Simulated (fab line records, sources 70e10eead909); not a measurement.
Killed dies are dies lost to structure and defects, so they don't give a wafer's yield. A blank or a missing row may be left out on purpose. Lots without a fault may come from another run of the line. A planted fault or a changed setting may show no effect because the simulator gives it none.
Tool commonality check | flow nand_harc | 13 lots, 39 wafers sampled

WHY IT WAS OPENED
At NHARC_P_ZERO_WELL_CD_MEAS_24 the reading cd_nm is flagged on 4 of 13 lots. Wafers without a fault read 719.8 nm, standard deviation 1.5.
Rule: a lot is flagged when every wafer of it that has a number lies more than 4 standard deviations from that mean, or none has a number. The other lots count as sound.

lot  | measured     | on        | cd_nm (nm), wafer by wafer | flag
L338 | day 2 08:37  | cd_sem-01 | 719.3 719.9 719.1          |
L340 | day 3 04:35  | cd_sem-01 | 716.9 719.7 720.6          |
L342 | day 4 00:35  | cd_sem-03 | 721.2 721.8 719.0          |
L343 | day 4 10:39  | cd_sem-02 | 723.5 720.7 721.4          |
L344 | day 4 20:32  | cd_sem-01 | 716.8 716.8 717.0          |
L347 | day 6 02:41  | cd_sem-02 | 728.6 726.7 729.1          | FLAGGED
L349 | day 6 22:44  | cd_sem-01 | 728.6 729.0 730.3          | FLAGGED
L350 | day 7 08:25  | cd_sem-01 | 728.6 729.7 729.1          | FLAGGED
L351 | day 7 18:38  | cd_sem-03 | 722.5 721.7 720.9          |
L352 | day 8 04:35  | cd_sem-02 | 731.4 731.4 730.5          | FLAGGED
L353 | day 8 14:47  | cd_sem-03 | 719.0 718.8 719.3          |
L357 | day 10 06:35 | cd_sem-02 | 718.9 719.6 719.8          |
L360 | day 11 12:35 | cd_sem-02 | 721.0 719.6 719.2          |
The numbers of the flagged lots are 729.4 nm on average: +9.6 nm against the usual, or +6 standard deviations.

WHICH TOOL RAN EACH LOT
The record holds 1 process step before the reading, out of a route of 1302 steps. In each cell: the tool, then ch and the chambers that the sampled wafers went through, then the start.
lot  | flag    | NHARC_P_ZERO_WELL_EXPOSE_21
L338 |         | krf_scanner-04 ch 0, day 2 08:28
L340 |         | krf_scanner-04 ch 0, day 3 04:25
L342 |         | krf_scanner-02 ch 0, day 4 00:26
L343 |         | krf_scanner-04 ch 0, day 4 10:30
L344 |         | krf_scanner-02 ch 0, day 4 20:22
L347 | FLAGGED | krf_scanner-04 ch 0, day 6 02:31
L349 | FLAGGED | krf_scanner-04 ch 0, day 6 22:35
L350 | FLAGGED | krf_scanner-04 ch 0, day 7 08:15
L351 |         | krf_scanner-01 ch 0, day 7 18:29
L352 | FLAGGED | krf_scanner-04 ch 0, day 8 04:26
L353 |         | krf_scanner-02 ch 0, day 8 14:38
L357 |         | krf_scanner-02 ch 0, day 10 06:25
L360 |         | krf_scanner-01 ch 0, day 11 12:26
What these steps do:
- NHARC_P_ZERO_WELL_EXPOSE_21: exposes mask P NWELL, target cd 720 nm.
- NHARC_P_ZERO_WELL_CD_MEAS_24: target cd 720 nm.

FLAGGED OVER TOTAL, TOOL BY TOOL (the gauges that took the reading come last)
step                         | tool           | lots run | flagged | share of the flagged lots | sound lots run after its first flagged lot
NHARC_P_ZERO_WELL_EXPOSE_21  | krf_scanner-01 | 2        | 0       | none                      | -
NHARC_P_ZERO_WELL_EXPOSE_21  | krf_scanner-02 | 4        | 0       | none                      | -
NHARC_P_ZERO_WELL_EXPOSE_21  | krf_scanner-04 | 7        | 4       | all                       | 0
NHARC_P_ZERO_WELL_CD_MEAS_24 | cd_sem-01      | 5        | 2       | some                      | 0
NHARC_P_ZERO_WELL_CD_MEAS_24 | cd_sem-02      | 5        | 2       | some                      | 2 (L357,L360)
NHARC_P_ZERO_WELL_CD_MEAS_24 | cd_sem-03      | 3        | 0       | none                      | -

WHAT THE TABLE ALLOWS
1 row of the table ran every flagged lot: krf_scanner-04 at NHARC_P_ZERO_WELL_EXPOSE_21.
- krf_scanner-04 at NHARC_P_ZERO_WELL_EXPOSE_21: 4 of its 7 lots flagged. Its last sound lot is L343 (day 4 10:30), its first flagged lot L347 (day 6 02:31): a fault that began between those two fits. Its own readings lie more than 4 standard deviations out on every wafer of the flagged lots: exposure_dose_mJ_cm2.
One tool is left: krf_scanner-04 at NHARC_P_ZERO_WELL_EXPOSE_21.

WHAT THE SIMULATOR HAD PUT IN
Process parameter drift: krf_scanner-04, from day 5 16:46 on, at NHARC_P_ZERO_WELL_EXPOSE_21. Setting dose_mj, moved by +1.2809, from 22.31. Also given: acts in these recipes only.
Lots struck among those shown: L347, L349, L350, L352. The rule above found the same.
